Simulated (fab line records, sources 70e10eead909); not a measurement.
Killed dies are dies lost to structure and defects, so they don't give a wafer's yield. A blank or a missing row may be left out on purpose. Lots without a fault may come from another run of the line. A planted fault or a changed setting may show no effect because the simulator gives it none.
A struck lot beside a sound one | flow nand_harc | 16 steps out of a route of 1302
Sound: wafers L151.1, L151.2, L151.5. Struck: wafer L160.6. (L160.1 of the same lot was not struck and is left out.) The cause comes at the end.
At each step with rows: each side's tool, then ch and its chambers, then its first start. Under that, the readings that differ: sound wafers | struck wafers | difference of the means | sigmas: that difference in standard deviations of wafers without a fault.
alike: readings whose means differ by less than 2 such deviations, and words and numbers that are the same on both sides. not compared: withheld readings, readings that some wafer has no value for, bounds like >300 that may hide the same value, and numbers for which the record gives no deviation and whose values overlap.
The two part at a step that has a row with sigmas, a row that says differs or no value, or rows on one side only. Numbers that don't overlap but have no deviation are shown without sigmas and don't part them. A reading that every wafer of one side lacks parts them only if that side has two wafers or more.

NHARC_A_ONON_D2_THK_MEAS_08: measures by ellipsometry.
  sound on film_metro-01, day 15 16:07; struck on film_metro-02, day 19 15:23
  reading     | sound       | struck | difference | sigmas
  thk_nm (nm) | 991 991 991 | 1015   | +24        | +3
then, 1 step without rows for these wafers: NHARC_A_ONON_D2_DEP_09 (target thk 1000 nm).
NHARC_A_ONON_D2_THK_MEAS_11: measures by ellipsometry.
  sound on film_metro-02, day 15 16:41; struck on film_metro-01, day 19 15:58
  alike: thk_nm
then, 1 step without rows for these wafers: NHARC_A_ONON_D2_DEP_12 (target thk 1000 nm).
NHARC_A_ONON_D2_THK_MEAS_14: measures by ellipsometry.
  sound on film_metro-02, day 15 17:15; struck on film_metro-02, day 19 16:31
  reading     | sound          | struck | difference | sigmas
  thk_nm (nm) | 1023 1021 1021 | 976    | -46        | -4
then, 2 steps without rows for these wafers: NHARC_A_ONON_D2_ANNEAL_15 (time 3600 s); NHARC_A_ONON_D2_DEP_16 (target thk 1000 nm).
NHARC_A_ONON_D2_THK_MEAS_18: measures by ellipsometry.
  sound on film_metro-02, day 16 00:38; struck on film_metro-02, day 20 00:00
  alike: thk_nm
then, 1 step without rows for these wafers: NHARC_A_ONON_D2_DEP_19 (target thk 1000 nm).
NHARC_A_ONON_D2_THK_MEAS_21: measures by ellipsometry.
  sound on film_metro-01, day 16 01:12; struck on film_metro-02, day 20 00:41
  alike: thk_nm
then, 1 step without rows for these wafers: NHARC_A_ONON_D2_DEP_22 (target thk 1000 nm).
NHARC_A_ONON_D2_THK_MEAS_24: measures by ellipsometry.
  sound on film_metro-01, day 16 01:46; struck on film_metro-01, day 20 01:24
  alike: thk_nm
NHARC_A_ONON_D2_DEP_25: target thk 1000 nm.
  sound on pecvd_onon-03 ch 0, day 16 01:49; struck on pecvd_onon-04 ch 0, day 20 01:35
NHARC_A_ONON_D2_THK_MEAS_27: measures by ellipsometry.
  sound on film_metro-02, day 16 02:19; struck on film_metro-01, day 20 02:06
  reading     | sound       | struck | difference | sigmas
  thk_nm (nm) | 993 992 994 | 1654   | +661       | +74
then, 1 step without rows for these wafers: NHARC_A_ONON_D2_DEP_28 (target thk 1000 nm).
-- the record jumps here: 12 days lie between the struck wafers' starts before and after (it left off in module A_ONON_D2 and takes up again in module END, whose first step shown is number 1302 of the route) --
NHARC_END_SORT_01:
  the record has rows for the struck wafers here (prober-01 ch 0, day 31 17:46) and none for the sound ones

WHERE THEY PART
First at NHARC_A_ONON_D2_THK_MEAS_08; last, within this record, at NHARC_END_SORT_01.

WHY: what the simulator had put in
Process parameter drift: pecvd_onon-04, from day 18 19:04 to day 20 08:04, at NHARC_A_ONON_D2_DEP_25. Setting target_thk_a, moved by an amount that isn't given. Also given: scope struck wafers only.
